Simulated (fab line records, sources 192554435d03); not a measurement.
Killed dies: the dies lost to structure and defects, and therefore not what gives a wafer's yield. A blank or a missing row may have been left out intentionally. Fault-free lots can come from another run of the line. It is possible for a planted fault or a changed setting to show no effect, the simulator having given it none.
fab line records	flow n5_finfet
record: lots: 7	wafers: 21
route steps=1938 shown BEOL_M2@890 BEOL_M4@1028 BEOL_M7@1293
start_h: hours from the record's first day to the start of the lot's first wafer shown	wait_h: hours elapsed since this lot's preceding step	" as in the row above	L1.1+2: a single row standing in for several wafers	- value missing, or start not given	* or withheld: withheld	< > ~ a bound
route shown NAME@n: a module of which the file shows steps, and the number in the route of the first	usual: average and standard deviation across the fault-free wafers	same: alike in all rows	chamber/n: place in a boat	sites: per-site readings	_std_site: the values' standard deviation	_edge_site: mean of outer sites minus mean of inner sites	radius_mm: how far each site lies from the wafer's centre	mask NAME#n: copy n	behind: the last tool/chamber to shape the wafer	hold: the reason the lot was held/the length of the hold in hours/how it ended	device: names the non-switching transistor (n, p or np)	end of line: the same wafers' tests at the end of the route	a step with no rows: only its recipe	killed: dies that structure and defects cost at the first sort, which is not the same as the wafer's yield	map: a wafer's dies, x killed, . not, _ none there
set.NAME: setting as actually run; set.NAME@STEP: the setting as run at that earlier step	model.NAME: the simulator's own value behind a step, which no gauge read
one table per step and one row per wafer, for lots whose settings were changed on purpose
== steps ==
step: N5_BEOL_M2_TRENCH_ETCH_37
recipe: chemistry: C4F6/O2	target_depth_a: 555.55	target: SiOC	time_s: 29.2	ion_energy_ev: 250	pressure_mtorr: 30	source_w: 355	bias_w: 185	Ar_flow_sccm: 300	C4F6_flow_sccm: 10	O2_flow_sccm: 10
lot.wafer	tool	chamber	start_h	wait_h	set.time_s	model.BEOL_M2.feature_depth_nm	model.etch.depth_nm
L078.1	rie_diel-04	3	-	-	29.2	53.6	53.62
L078.2	"	2	"	"	29.2	55.6	55.69
L078.4	"	2	"	"	29.2	55.6	55.59
L082.1	rie_diel-01	3	-	-	33.41	61.8	61.76
L082.2	"	2	"	"	29.2	53	53.09
L082.5	"	3	"	"	29.2	53.6	53.63
L084.2	rie_diel-04	1	-	-	32.78	62.4	62.5
L084.3	"	2	"	"	29.2	56.2	56.27
L084.6	"	1	"	"	29.2	55.8	55.82
L089.2	rie_diel-04	3	-	-	29.2	53.6	53.52
L089.4	"	0	"	"	25.41	49	49
L089.6	"	2	"	"	29.2	55.8	55.87
L091.3	rie_diel-04	3	-	-	29.2	53.4	53.39
L091.5	"	2	"	"	29.2	55.2	55.19
L091.6	"	3	"	"	29.2	53.6	53.55
L094.1	rie_diel-04	3	-	-	29.2	53.4	53.37
L094.4	"	2	"	"	29.2	55.2	55.21
L094.5	"	1	"	"	29.2	55.4	55.44
L095.3	rie_diel-05	3	-	-	24.3	45.8	45.71
L095.4	"	3	"	"	24.3	45.8	45.8
L095.5	"	2	"	"	29.2	56.2	56.26
step: N5_BEOL_M2_ETCH_41
recipe: chemistry: CH3F/O2	target: SiCN	target_depth_a: 299	taper_deg: 2	time_s: 52.5	ion_energy_ev: 120	mask_material: TiN	pressure_mtorr: 30	source_w: 395	bias_w: 75	Ar_flow_sccm: 150	CH3F_flow_sccm: 30	O2_flow_sccm: 20
step: N5_BEOL_M2_STRIP_97
recipe: chemistry: N2/H2	time_s: 10	power_w: 450	temp_c: 40	pressure_mtorr: 20	rf_frequency_hz: 6e+07	bias_power_w: 7	n2_flow_sccm: 200	h2_flow_sccm: 200
step: N5_BEOL_M2_OCD_MEAS_38
usual: trench_depth_nm: 55.0/1.2
lot.wafer	tool	chamber	start_h	wait_h	set.time_s@BEOL_M2_TRENCH_ETCH_37	trench_depth_nm
L078.1	ocd-02	-	155.26	-	29.2	53.5
L078.2	"	-	"	"	29.2	55.6
L078.4	"	-	"	"	29.2	55.6
L082.1	ocd-01	-	189.45	-	33.41	61.6
L082.2	"	-	"	"	29.2	52.9
L082.5	"	-	"	"	29.2	53.9
L084.2	ocd-01	-	201.74	-	32.78	62.2
L084.3	"	-	"	"	29.2	56.4
L084.6	"	-	"	"	29.2	55.6
L089.2	ocd-01	-	222.23	-	29.2	53.4
L089.4	"	-	"	"	25.41	49.0
L089.6	"	-	"	"	29.2	55.8
L091.3	ocd-02	-	239.46	-	29.2	53.3
L091.5	"	-	"	"	29.2	54.9
L091.6	"	-	"	"	29.2	53.6
L094.1	ocd-02	-	257.03	-	29.2	53.7
L094.4	"	-	"	"	29.2	55.3
L094.5	"	-	"	"	29.2	55.0
L095.3	ocd-01	-	269.44	-	24.3	46.0
L095.4	"	-	"	"	24.3	45.8
L095.5	"	-	"	"	29.2	55.7
step: N5_BEOL_M2_HM_STRIP_39
recipe: chemistry: peroxide_tin_strip	material: TiN	target_depth_a: 250	temp_c: 50	time_s: 158
step: N5_BEOL_M2_SRD_40
recipe: time_s: 30	temp_c: 23	rinse_liquid: diw	dry: ipa_marangoni
step: N5_BEOL_M2_ECD_50
recipe: material: Cu	target_thk_a: 3000
step: N5_BEOL_M2_ANNEAL_51
recipe: temp_c: 225	time_s: 90	ambient: N2
step: N5_BEOL_M2_CMP_52
recipe: stop_on: SiOC	t_overpolish_s: 6.8	down_force_psi: 1	platen_rpm: 50	clearing_platen_down_force_psi: 1.5	clearing_platen_rpm: 50	post_cmp_clean: cu_alkaline	target_thk_nm: 40	clearing_platen_pad_velocity_m_s: 0.99484	pad_velocity_m_s: 0.99484
lot.wafer	tool	chamber	start_h	wait_h	set.time_s@BEOL_M2_TRENCH_ETCH_37	model.Cu_of_BEOL_M2_ECD_50.thk_nm
L078.1+4	cmp-01	3,1	160.35	0.3	29.2	41.8
L078.2	"	0	"	"	29.2	39.8
L082.2	cmp-01	3	193.09	0.2	29.2	39.8
L082.1	"	1	"	"	33.41	47.8
L082.5	"	0	"	"	29.2	37.8
L084.3	cmp-02	1	205.12	0.2	29.2	43.2
L084.2	"	3	"	"	32.78	47
L084.6	"	1	"	"	29.2	42
L089.2	cmp-02	2	225.74	0.2	29.2	38
L089.4	"	3	"	"	25.41	32
L089.6	"	3	"	"	29.2	38.8
L091.3	cmp-02	1	244.73	0.3	29.2	40
L091.6	"	3	"	"	29.2	37.8
L091.5	"	0	"	"	29.2	39.4
L094.4	cmp-02	1	261.12	0.2	29.2	41.2
L094.1	"	2	"	"	29.2	38
L094.5	"	3	"	"	29.2	39.6
L095.3	cmp-01	3	274.41	0.2	24.3	31.4
L095.4	"	0	"	"	24.3	28
L095.5	"	3	"	"	29.2	41.8
step: N5_BEOL_M2_THK_MEAS_53
recipe: thk_meas_gauge: xrf	reads: Cu_of_BEOL_M2_ECD_50
usual: M2_THK: 40.0/1.8
lot.wafer	tool	chamber	start_h	wait_h	set.time_s@BEOL_M2_TRENCH_ETCH_37	M2_THK[nm]
L078.1	film_metro-01	-	160.61	-	29.2	42.5
L078.2	"	-	"	"	29.2	40.3
L078.4	"	-	"	"	29.2	42.4
L082.1	film_metro-01	-	193.39	-	33.41	48.2
L082.2	"	-	"	"	29.2	40.1
L082.5	"	-	"	"	29.2	38.1
L084.2	film_metro-01	-	205.41	-	32.78	47.5
L084.3	"	-	"	"	29.2	43.6
L084.6	"	-	"	"	29.2	42.4
L089.2	film_metro-01	-	226.04	-	29.2	38.4
L089.4	"	-	"	"	25.41	32.3
L089.6	"	-	"	"	29.2	39.2
L091.3	film_metro-01	-	245.22	-	29.2	41.0
L091.5	"	-	"	"	29.2	39.8
L091.6	"	-	"	"	29.2	38.3
L094.1	film_metro-01	-	261.34	-	29.2	38.2
L094.4	"	-	"	"	29.2	41.4
L094.5	"	-	"	"	29.2	39.8
L095.3	film_metro-01	-	274.67	-	24.3	31.8
L095.4	"	-	"	"	24.3	28.2
L095.5	"	-	"	"	29.2	42.3
step: N5_BEOL_M2_PRE_CLEAN_60
recipe: gas: NH3/H2	time_s: 15	temp_c: *	rf_power_w: 300
step: N5_BEOL_M2_CO_CAP_55
recipe: material: Co	target_thk_a: 20	temp_c: 200	precursor: CCTBA/H2	pressure_torr: 30	time_s: 102.1
step: N5_BEOL_M2_PRE_CLEAN_56
recipe: gas: NH3	time_s: 15	temp_c: withheld	rf_power_w: 300
step: N5_BEOL_M2_DEP_57
recipe: material: SiCN	target_thk_a: 80	temp_c: withheld	precursor: 3MS/NH3	pressure_torr: 3	rf_w: 202	time_s: 14
step: N5_BEOL_M2_RS_MEAS_58
recipe: thk_meas_gauge: four-point-probe	reads: Co_of_BEOL_M2_CO_CAP_55+Cu_of_BEOL_M2_ECD_50+Co_of_BEOL_M2_CVD_47+TaN_of_BEOL_M2_ALD_84
usual: M2_RS: 0.68/0.039
lot.wafer	tool	chamber	start_h	wait_h	set.time_s@BEOL_M2_TRENCH_ETCH_37	M2_RS[ohm/sq]
L078.1	film_metro-01	-	160.87	0.0	29.2	0.63
L078.2	"	-	"	"	29.2	0.67
L078.4	"	-	"	"	29.2	0.63
L082.1	film_metro-01	-	193.65	0.0	33.41	0.53
L082.2	"	-	"	"	29.2	0.67
L082.5	"	-	"	"	29.2	0.72
L084.2	film_metro-01	-	205.67	0.1	32.78	0.54
L084.3	"	-	"	"	29.2	0.61
L084.6	"	-	"	"	29.2	0.63
L089.2	film_metro-01	-	226.30	0.1	29.2	0.71
L089.4	"	-	"	"	25.41	0.90
L089.6	"	-	"	"	29.2	0.69
L091.3	film_metro-01	-	245.48	0.1	29.2	0.67
L091.5	"	-	"	"	29.2	0.68
L091.6	"	-	"	"	29.2	0.72
L094.1	film_metro-01	-	261.60	0.0	29.2	0.71
L094.4	"	-	"	"	29.2	0.64
L094.5	"	-	"	"	29.2	0.68
L095.3	film_metro-01	-	274.93	0.1	24.3	0.91
L095.4	"	-	"	"	24.3	1.07
L095.5	"	-	"	"	29.2	0.63
step: N5_BEOL_M4_COAT_05
recipe: resist: CAR-EUV	spin_rpm: 1500	resist_thk_nm: 30
lot.wafer	tool	chamber	start_h	wait_h	set.spin_rpm	model.CAR-EUV_of_BEOL_M4_COAT_05.thk_nm
L078.1	litho_track-03	0	-	-	1633	28.8
L078.2+4	"	0	"	"	1500	30
L082.1+5	litho_track-01	0	-	-	1500	30
L082.2	"	0	"	"	1338	31.6
L084.2	litho_track-05	0	-	-	1500	29.8
L084.3+6	"	0	"	"	1500	30
L089.2+6	litho_track-05	0	-	-	1500	30
L089.4	"	0	"	"	1661	28.4
L091.3+6	litho_track-03	0	-	-	1500	30
L091.5	"	0	"	"	1613	29
L094.1+4+5	litho_track-05	0	-	-	1500	30
L095.3+4	litho_track-01	0	-	-	1500	30.2
L095.5	"	0	"	"	1366	31.6
step: N5_BEOL_M4_EXPOSE_08
recipe: mask_id: M4	na: 0.33	source_shape: dipole	sigma_inner: 0.369	sigma_outer: 0.767	polarization: unpolarized	dose_mj: 41.25
lot.wafer	tool	chamber	start_h	wait_h	mask	set.dose_mj
L078.1	euv_scanner-02	0	170.84	-	M4#0	41.25
L078.2+4	"	0	"	"	M4#0	39.53
L082.1+5	euv_scanner-02	0	202.91	-	M4#0	38.65
L082.2	"	0	"	"	M4#0	41.25
L084.2+6	euv_scanner-02	0	216.89	-	M4#0	41.25
L084.3	"	0	"	"	M4#0	39.89
L089.2+4	euv_scanner-01	0	235.03	-	M4#0	42.12
L089.6	"	0	"	"	M4#0	41.25
L091.3+6	euv_scanner-01	0	255.16	-	M4#0	41.25
L091.5	"	0	"	"	M4#0	38.32
L094.1+4+5	euv_scanner-01	0	279.47	-	M4#0	41.25
L095.3+4+5	euv_scanner-02	0	284.72	-	M4#0	41.25
step: N5_BEOL_M4_PEB_09
recipe: peb_temp_c: 100	peb_time_s: 60	resist: CAR-EUV
step: N5_BEOL_M4_DEVELOP_10
recipe: develop_time_s: 30	developer: TMAH	resist: CAR-EUV	rinse_liquid: surfactant_rinse	dry: air_spin	dev_temp_c: 23
lot.wafer	tool	chamber	start_h	wait_h	set.spin_rpm@BEOL_M4_COAT_05	model.CAR-EUV_of_BEOL_M4_COAT_05.thk_nm
L078.1	litho_track-05	0	-	-	1633	28.4
L078.2+4	"	0	"	"	1500	29.6
L082.1+5	litho_track-01	0	-	-	1500	29.6
L082.2	"	0	"	"	1338	31.2
L084.2+3+6	litho_track-01	0	-	-	1500	29.4
L089.2	litho_track-03	0	-	-	1500	29.6
L089.4	"	0	"	"	1661	28
L089.6	"	0	"	"	1500	29.4
L091.3+6	litho_track-03	0	-	-	1500	29.6
L091.5	"	0	"	"	1613	28.6
L094.1+5	litho_track-01	0	-	-	1500	29.6
L094.4	"	0	"	"	1500	29.4
L095.3+4	litho_track-05	0	-	-	1500	29.8
L095.5	"	0	"	"	1366	31.2
step: N5_BEOL_M4_CD_MEAS_11
recipe: target_cd_nm: 16.79	landing_energy_ev: 500	detector: se_inlens	polarity: opening
usual: cd_nm: 16.90/0.25
lot.wafer	tool	chamber	start_h	wait_h	set.dose_mj@BEOL_M4_EXPOSE_08	cd_nm
L078.1	cd_sem-03	0	170.97	-	41.25	17.23
L078.2	"	0	"	"	39.53	15.94
L078.4	"	0	"	"	39.53	15.85
L082.1	cd_sem-01	0	203.04	-	38.65	15.38
L082.2	"	0	"	"	41.25	16.36
L082.5	"	0	"	"	38.65	15.81
L084.2	cd_sem-01	0	217.01	-	41.25	16.95
L084.3	"	0	"	"	39.89	15.89
L084.6	"	0	"	"	41.25	16.92
L089.2	cd_sem-01	0	235.15	-	42.12	17.38
L089.4	"	0	"	"	42.12	17.69
L089.6	"	0	"	"	41.25	16.89
L091.3	cd_sem-02	0	255.28	-	41.25	17.35
L091.5	"	0	"	"	38.32	15.73
L091.6	"	0	"	"	41.25	17.48
L094.1	cd_sem-01	0	279.60	-	41.25	16.83
L094.4	"	0	"	"	41.25	16.60
L094.5	"	0	"	"	41.25	16.97
L095.3	cd_sem-03	0	284.84	-	41.25	17.04
L095.4	"	0	"	"	41.25	17.01
L095.5	"	0	"	"	41.25	16.73
step: N5_BEOL_M4_DESCUM_16
recipe: chemistry: O2	time_s: 7	source_power_w: 50	bias_power_w: 20	pressure_mtorr: 20	rf_frequency_hz: 2.712e+07	temp_c: 40	resist: CAR-EUV	o2_flow_sccm: 225
step: N5_BEOL_M4_ETCH_74
recipe: chemistry: N2/H2	target: underlayer	target_depth_a: 65	mask_material: CAR-EUV	time_s: 5.2	ion_energy_ev: 200	pressure_mtorr: 30	source_w: 840	bias_w: 150	n2_flow_sccm: 200	h2_flow_sccm: 200	ends: cleared
lot.wafer	tool	chamber	start_h	wait_h	set.dose_mj@BEOL_M4_EXPOSE_08	model.BEOL_M4.cd_offset_nm
L078.1	rie_diel-04	3	171.13	0.0	41.25	0.4
L078.2	"	2	"	"	39.53	-1
L078.4	"	3	"	"	39.53	-0.6
L082.1+5	rie_diel-05	1,0	203.20	0.0	38.65	-1.2
L082.2	"	3	"	"	41.25	-0.4
L084.2+6	rie_diel-04	1,0	217.20	0.0	41.25	0
L084.3	"	2	"	"	39.89	-1.2
L089.2+4	rie_diel-05	1,0	235.31	0.0	42.12	0.6
L089.6	"	3	"	"	41.25	0.4
L091.3	rie_diel-01	0	255.43	0.0	41.25	0
L091.5	"	2	"	"	38.32	-1.2
L091.6	"	1	"	"	41.25	0.2
L094.1	rie_diel-04	2	280.24	0.0	41.25	0
L094.4+5	"	0	"	"	41.25	0.2
L095.3+4+5	rie_diel-04	0,1,2	285.62	0.0	41.25	0.2
step: N5_BEOL_M4_ETCH_63
recipe: chemistry: CF4	target: SiARC	target_depth_a: 156	mask_material: CAR-EUV	time_s: 26	ion_energy_ev: 80	pressure_mtorr: 40	source_w: 545	bias_w: 36	Ar_flow_sccm: 100	cf4_flow_sccm: 100	ends: cleared
lot.wafer	tool	chamber	start_h	wait_h	set.dose_mj@BEOL_M4_EXPOSE_08	model.BEOL_M4.cd_offset_nm
L078.1	rie_diel-04	3	171.14	0.0	41.25	0.4
L078.2	"	2	"	"	39.53	-1
L078.4	"	3	"	"	39.53	-0.6
L082.1	rie_diel-05	1	203.21	0.0	38.65	-1.6
L082.2	"	3	"	"	41.25	-0.4
L082.5	"	0	"	"	38.65	-1
L084.2	rie_diel-04	1	217.22	0.0	41.25	-0.2
L084.3	"	2	"	"	39.89	-1.2
L084.6	"	0	"	"	41.25	0.2
L089.2+4	rie_diel-05	1,0	235.33	0.0	42.12	0.6
L089.6	"	3	"	"	41.25	0.2
L091.3	rie_diel-01	0	255.45	0.0	41.25	0
L091.5	"	2	"	"	38.32	-1.2
L091.6	"	1	"	"	41.25	0.2
L094.1+4+5	rie_diel-04	2,0,0	280.26	0.0	41.25	0.2
L095.3	rie_diel-04	0	285.64	0.0	41.25	0.4
L095.4+5	"	1,2	"	"	41.25	0.2
step: N5_BEOL_M4_ETCH_64
recipe: chemistry: N2/H2	target: SOC	target_depth_a: 750	overetch_a: 225	mask_material: SiARC	temp_c: 40	time_s: 121.9	ion_energy_ev: 200	pressure_mtorr: 30	source_w: 840	bias_w: 150	n2_flow_sccm: 200	h2_flow_sccm: 200
step: N5_BEOL_M4_STRIP_65
recipe: chemistry: N2/H2	temp_c: 40	n2_flow_sccm: 200	h2_flow_sccm: 200	rf_frequency_hz: 6e+07
step: N5_BEOL_M4_STRIP_75
recipe: chemistry: N2/H2	temp_c: 40	n2_flow_sccm: 200	h2_flow_sccm: 200	rf_frequency_hz: 6e+07
step: N5_BEOL_M4_STRIP_66
recipe: chemistry: CF4	resist: SiARC	power_w: 300	bias_power_w: 75	pressure_mtorr: 50	cf4_flow_sccm: 150	rf_frequency_hz: 6e+07
step: N5_BEOL_M4_HM_OPEN_17
recipe: chemistry: Cl2/BCl3	target_depth_a: 200	overetch_a: 60	target: TiN	mask_material: SOC	ion_energy_ev: 150	pressure_mtorr: 10	icp_w: 1000	bias_w: 126	Cl2_flow_sccm: 53.25	bcl3_flow_sccm: 21.75	Ar_flow_sccm: 25
lot.wafer	tool	chamber	start_h	wait_h	set.dose_mj@BEOL_M4_EXPOSE_08	model.BEOL_M4.cd_offset_nm
L078.1	rie_metal-01	0	171.34	0.0	41.25	1
L078.2	"	1	"	"	39.53	-1
L078.4	"	0	"	"	39.53	0
L082.1	rie_metal-01	1	203.42	0.0	38.65	-1.8
L082.2	"	0	"	"	41.25	-0.4
L082.5	"	1	"	"	38.65	-1
L084.2	rie_metal-03	0	217.42	0.0	41.25	0.2
L084.3	"	1	"	"	39.89	-1.2
L084.6	"	1	"	"	41.25	0
L089.2+4	rie_metal-02	0,1	235.53	0.0	42.12	0.6
L089.6	"	0	"	"	41.25	0
L091.3	rie_metal-02	1	255.68	0.1	41.25	-0.2
L091.5	"	1	"	"	38.32	-1.4
L091.6	"	0	"	"	41.25	0.2
L094.1+4	rie_metal-02	0	280.46	0.0	41.25	0.4
L094.5	"	1	"	"	41.25	0
L095.3+4	rie_metal-01	1,0	285.87	0.1	41.25	0.4
L095.5	"	1	"	"	41.25	0.2
step: N5_BEOL_M4_ETCH_70
recipe: chemistry: N2/H2	target: SOC	target_depth_a: 800	overetch_a: 240	mask_material: SiARC	temp_c: 40	time_s: 130	ion_energy_ev: 200	pressure_mtorr: 30	source_w: 840	bias_w: 150	n2_flow_sccm: 200	h2_flow_sccm: 200
usual: rf_vpp_V: 523.4/2.5
lot.wafer	tool	chamber	start_h	wait_h	set.bias_w	rf_vpp_V	model.SiARC_of_BEOL_M4_COAT_68.thk_nm
L078.1	rie_diel-01	3	173.77	0.0	150	523.6	6
L078.2	"	2	"	"	142.5	506.8	6.8
L078.4	"	1	"	"	150	527.0	6.2
L082.1	rie_diel-04	1	204.54	0.0	150	527.0	5.8
L082.2	"	2	"	"	150	519.6	6
L082.5	"	2	"	"	165.5	553.9	5.2
L084.2	rie_diel-05	3	225.18	0.0	131.7	477.2	6.8
L084.3	"	0	"	"	150	522.4	5.6
L084.6	"	3	"	"	131.7	479.7	6.8
L089.2	rie_diel-04	2	238.73	0.0	150	519.1	6
L089.4	"	0	"	"	142.3	506.2	6
L089.6	"	0	"	"	150	521.3	5.6
L091.3	rie_diel-01	1	256.81	0.0	170	567.5	5.2
L091.5	"	2	"	"	170	565.2	5.4
L091.6	"	1	"	"	150	525.9	6.2
L094.1	rie_diel-04	2	282.18	0.0	150	519.7	6
L094.4	"	0	"	"	150	522.4	5.6
L094.5	"	2	"	"	150	519.8	6
L095.3	rie_diel-01	1	298.31	0.0	150	525.1	6.2
L095.4	"	3	"	"	150	522.3	5.8
L095.5	"	1	"	"	150	526.8	6.2
step: N5_BEOL_M7_EXPOSE_25
recipe: mask_id: V6	na: 0.33	source_shape: annular	sigma_inner: 0.4	sigma_outer: 0.8	polarization: unpolarized	target_cd_nm: 40	dose_mj: 42.5
lot.wafer	tool	chamber	start_h	wait_h	mask	set.dose_mj
L078.1+2	euv_scanner-02	0	204.21	-	V6#0	45.12
L078.4	"	0	"	"	V6#0	42.5
L082.1+2	euv_scanner-02	0	237.11	-	V6#0	42.5
L082.5	"	0	"	"	V6#0	45.39
L084.2+3+6	euv_scanner-02	0	255.57	-	V6#0	42.5
L089.2+4+6	euv_scanner-02	0	271.79	-	V6#0	42.5
L091.3+6	euv_scanner-02	0	286.89	-	V6#0	42.5
L091.5	"	0	"	"	V6#0	43.36
L094.1+4+5	euv_scanner-02	0	309.05	-	V6#0	42.5
L095.3+4	euv_scanner-02	0	326.38	-	V6#0	42.5
L095.5	"	0	"	"	V6#0	43.88
step: N5_BEOL_M7_PEB_26
recipe: peb_temp_c: 100	peb_time_s: 60	resist: CAR-EUV
step: N5_BEOL_M7_DEVELOP_27
recipe: develop_time_s: 30	developer: TMAH	resist: CAR-EUV	rinse_liquid: surfactant_rinse	dry: air_spin	dev_temp_c: 23
step: N5_BEOL_M7_CD_MEAS_28
recipe: target_cd_nm: 40	landing_energy_ev: 500	detector: se_inlens
usual: cd_nm: 40.03/0.24
lot.wafer	tool	chamber	start_h	wait_h	set.dose_mj@BEOL_M7_EXPOSE_25	cd_nm
L078.1	cd_sem-02	0	204.34	-	45.12	41.21
L078.2	"	0	"	"	45.12	40.99
L078.4	"	0	"	"	42.5	40.12
L082.1	cd_sem-01	0	237.24	-	42.5	40.09
L082.2	"	0	"	"	42.5	40.25
L082.5	"	0	"	"	45.39	41.19
L084.2	cd_sem-01	0	255.69	-	42.5	40.35
L084.3	"	0	"	"	42.5	39.90
L084.6	"	0	"	"	42.5	39.85
L089.2	cd_sem-02	0	271.92	-	42.5	39.77
L089.4	"	0	"	"	42.5	39.97
L089.6	"	0	"	"	42.5	39.68
L091.3	cd_sem-02	0	287.01	-	42.5	40.11
L091.5	"	0	"	"	43.36	40.63
L091.6	"	0	"	"	42.5	40.06
L094.1	cd_sem-03	0	309.19	-	42.5	39.86
L094.4	"	0	"	"	42.5	40.19
L094.5	"	0	"	"	42.5	40.27
L095.3	cd_sem-01	0	326.50	-	42.5	39.87
L095.4	"	0	"	"	42.5	39.79
L095.5	"	0	"	"	43.88	40.66
== key ==
split: step: N5_BEOL_M2_TRENCH_ETCH_37	setting: time_s	stated: 29.2	by: wafer
response: step: N5_BEOL_M2_TRENCH_ETCH_37	reading: model.BEOL_M2.feature_depth_nm	change: +0.556	per: 1%	r: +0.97
response: step: N5_BEOL_M2_TRENCH_ETCH_37	reading: model.etch.depth_nm	change: +0.557	per: 1%	r: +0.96
response: step: N5_BEOL_M2_OCD_MEAS_38	reading: trench_depth_nm	change: +0.534	per: 1%	r: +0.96
response: step: N5_BEOL_M2_CMP_52	reading: model.Cu_of_BEOL_M2_ECD_50.thk_nm	change: +0.581	per: 1%	r: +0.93
response: step: N5_BEOL_M2_THK_MEAS_53	reading: M2_THK	change: +0.59	per: 1%	r: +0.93
response: step: N5_BEOL_M2_RS_MEAS_58	reading: M2_RS	change: -0.0146	per: 1%	r: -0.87
split: step: N5_BEOL_M4_COAT_05	setting: spin_rpm	stated: 1500	by: wafer
response: step: N5_BEOL_M4_COAT_05	reading: model.CAR-EUV_of_BEOL_M4_COAT_05.thk_nm	change: -0.146	per: 1%	r: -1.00
response: step: N5_BEOL_M4_DEVELOP_10	reading: model.CAR-EUV_of_BEOL_M4_COAT_05.thk_nm	change: -0.143	per: 1%	r: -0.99
split: step: N5_BEOL_M4_EXPOSE_08	setting: dose_mj	stated: 41.25	by: wafer
response: step: N5_BEOL_M4_CD_MEAS_11	reading: cd_nm	change: +0.221	per: 1%	r: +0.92
response: step: N5_BEOL_M4_ETCH_74	reading: model.BEOL_M4.cd_offset_nm	change: +0.193	per: 1%	r: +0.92
response: step: N5_BEOL_M4_ETCH_63	reading: model.BEOL_M4.cd_offset_nm	change: +0.201	per: 1%	r: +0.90
response: step: N5_BEOL_M4_HM_OPEN_17	reading: model.BEOL_M4.cd_offset_nm	change: +0.228	per: 1%	r: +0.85
split: step: N5_BEOL_M4_ETCH_70	setting: bias_w	stated: 150	by: wafer
response: step: N5_BEOL_M4_ETCH_70	reading: rf_vpp_V	change: +3.21	per: 1%	r: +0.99
response: step: N5_BEOL_M4_ETCH_70	reading: model.SiARC_of_BEOL_M4_COAT_68.thk_nm	change: -0.0792	per: 1%	r: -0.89
split: step: N5_BEOL_M7_EXPOSE_25	setting: dose_mj	stated: 42.5	by: wafer
response: step: N5_BEOL_M7_CD_MEAS_28	reading: cd_nm	change: +0.169	per: 1%	r: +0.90
